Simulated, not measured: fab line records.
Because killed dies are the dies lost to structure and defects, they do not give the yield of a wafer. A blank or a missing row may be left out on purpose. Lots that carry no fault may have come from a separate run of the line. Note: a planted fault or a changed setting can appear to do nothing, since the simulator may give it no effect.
Split-lot experiment | flow n5-finfet | on a route of 1938 steps: 7 lots, 21 wafers read

## THE SPLIT
At N5_BEOL_M7_EXPOSE_08 (exposes mask M7), the setting dose-mj was moved away from the recipe's 68.25 on 6 of the 21 wafers read, by -6.0% to +2.2%. The other wafers ran this setting at the recipe's value.

## FROM THE SPLIT TO THE READING: what the file shows between them, 15 steps
- N5_BEOL_M7_PEB_09: peb time 60 s
- N5_BEOL_M7_DEVELOP_10: develop time 30 s
- N5_BEOL_M7_CD_MEAS_11: target cd 38.5 nm
- N5_BEOL_M7_DESCUM_16: chemistry O2, time 7.9 s
- N5_BEOL_M7_ETCH_61: etches SiARC in CF4, target depth 45.5 nm, time 75.8 s
- N5_BEOL_M7_ETCH_62: etches SOC in N2/H2, target depth 110 nm, overetch 22 nm, time 165 s
- N5_BEOL_M7_STRIP_68: strips in N2/H2
- N5_BEOL_M7_STRIP_67: strips in CF4
- N5_BEOL_M7_HM_OPEN_17: chemistry Cl2/BCl3, target TiN, target depth 20 nm, overetch 6 nm
- N5_BEOL_M7_STRIP_19: strips in O2
- N5_BEOL_M7_CD_MEAS_18: pitch 80 nm, target cd 40 nm
- N5_BEOL_M7_COAT_63: time 60 s, resist thk 60 nm
- N5_BEOL_M7_COAT_64: time 60 s, resist thk 12 nm
- N5_BEOL_M7_PRECLEAN_42: cleans in residue remover, time 60 s
- N5_BEOL_M7_SRD_43: time 30 s

## THE READING
cd-nm at N5_BEOL_M7_CD_MEAS_35, given in nm (cd target 40 nm). Typical for fault-free wafers on this fab line: 39.9 nm, with standard deviation 0.57 nm.

wafer  | tool, chamber at the split | dose-mj as run | against the recipe | cd-nm, nm | against lot-mates on the recipe
L074.2 | arfi-scanner-03, 0         | 68.25          | recipe             | 39.1      | -
L074.5 | arfi-scanner-03, 0         | 68.25          | recipe             | 39.9      | -
L074.6 | arfi-scanner-03, 0         | 68.25          | recipe             | 39.1      | -
L076.2 | arfi-scanner-03, 0         | 69.75          | +2.2%              | 41.1      | +1.2
L076.3 | arfi-scanner-03, 0         | 68.25          | recipe             | 40.2      | -
L076.5 | arfi-scanner-03, 0         | 68.25          | recipe             | 39.6      | -
L078.1 | arfi-scanner-03, 0         | 68.25          | recipe             | 41.0      | -
L078.2 | arfi-scanner-03, 0         | 68.25          | recipe             | 40.4      | -
L078.6 | arfi-scanner-03, 0         | 68.25          | recipe             | 40.5      | -
L085.4 | arfi-scanner-02, 0         | 65.37          | -4.2%              | 38.5      | no lot-mate on the recipe
L085.5 | arfi-scanner-02, 0         | 65.37          | -4.2%              | 37.5      | no lot-mate on the recipe
L085.6 | arfi-scanner-02, 0         | 65.37          | -4.2%              | 38.0      | no lot-mate on the recipe
L089.3 | arfi-scanner-01, 0         | 68.25          | recipe             | 39.4      | -
L089.4 | arfi-scanner-01, 0         | 68.25          | recipe             | 39.7      | -
L089.5 | arfi-scanner-01, 0         | 68.25          | recipe             | 39.1      | -
L092.3 | arfi-scanner-02, 0         | 68.25          | recipe             | 39.6      | -
L092.4 | arfi-scanner-02, 0         | 68.25          | recipe             | 39.3      | -
L092.6 | arfi-scanner-02, 0         | 68.25          | recipe             | 39.6      | -
L094.1 | arfi-scanner-01, 0         | 64.13          | -6.0%              | 37.0      | -3.6
L094.2 | arfi-scanner-01, 0         | 68.25          | recipe             | 40.6      | -
L094.6 | arfi-scanner-01, 0         | 64.13          | -6.0%              | 36.4      | -4.2

FIT RESULTS
A straight line over all 21 wafers: cd-nm changes by +0.487 nm for each +1% of dose-mj; r = +0.90; the points scatter about the line by 0.56 nm.
The same after taking each lot's own level away (the mean of its wafers on the recipe; 18 wafers): +0.638 nm for each +1%; r = +0.98; scatter 0.28 nm.
The reading moves by 3.8 nm for the largest change in dose-mj, on that fit.
The lots' own levels span 39.37 to 40.63 nm, that is 2.2 times the standard deviation above.
Hence the slope depends on the lot-to-lot level, as the two fits are not the same.
Check: with one of the wafers moved furthest among these (-6.0%) left out of the fit, the line predicts -4.1 nm for it against its lot-mates. It came out at -3.6 nm against them.

## THE WHOLE CHAIN: every reading that the file lists as answering this split, in the file's order
step                  | what it does                                                         | reading                                                               | change (the file's fit)               | r (the file's)
N5_BEOL_M7_CD_MEAS_11 | target cd 38.5 nm                                                    | cd-nm                                                                 | +0.555 nm for each +1% of the setting | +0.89
N5_BEOL_M7_ETCH_61    | etches SiARC in CF4, target depth 45.5 nm, time 75.8 s               | BEOL_M7.cd-offset-nm (the simulator's own value, which no gauge read) | +0.625 nm for each +1% of the setting | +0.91
N5_BEOL_M7_ETCH_62    | etches SOC in N2/H2, target depth 110 nm, overetch 22 nm, time 165 s | BEOL_M7.cd-offset-nm (the simulator's own value, which no gauge read) | +0.596 nm for each +1% of the setting | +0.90
N5_BEOL_M7_CD_MEAS_18 | pitch 80 nm, target cd 40 nm                                         | cd-nm                                                                 | +0.626 nm for each +1% of the setting | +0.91
N5_BEOL_M7_CD_MEAS_35 | target cd 40 nm                                                      | cd-nm                                                                 | +0.623 nm for each +1% of the setting | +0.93

## FILE'S OWN FIT
cd-nm changes by +0.623 nm for each +1% of dose-mj, r = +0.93.
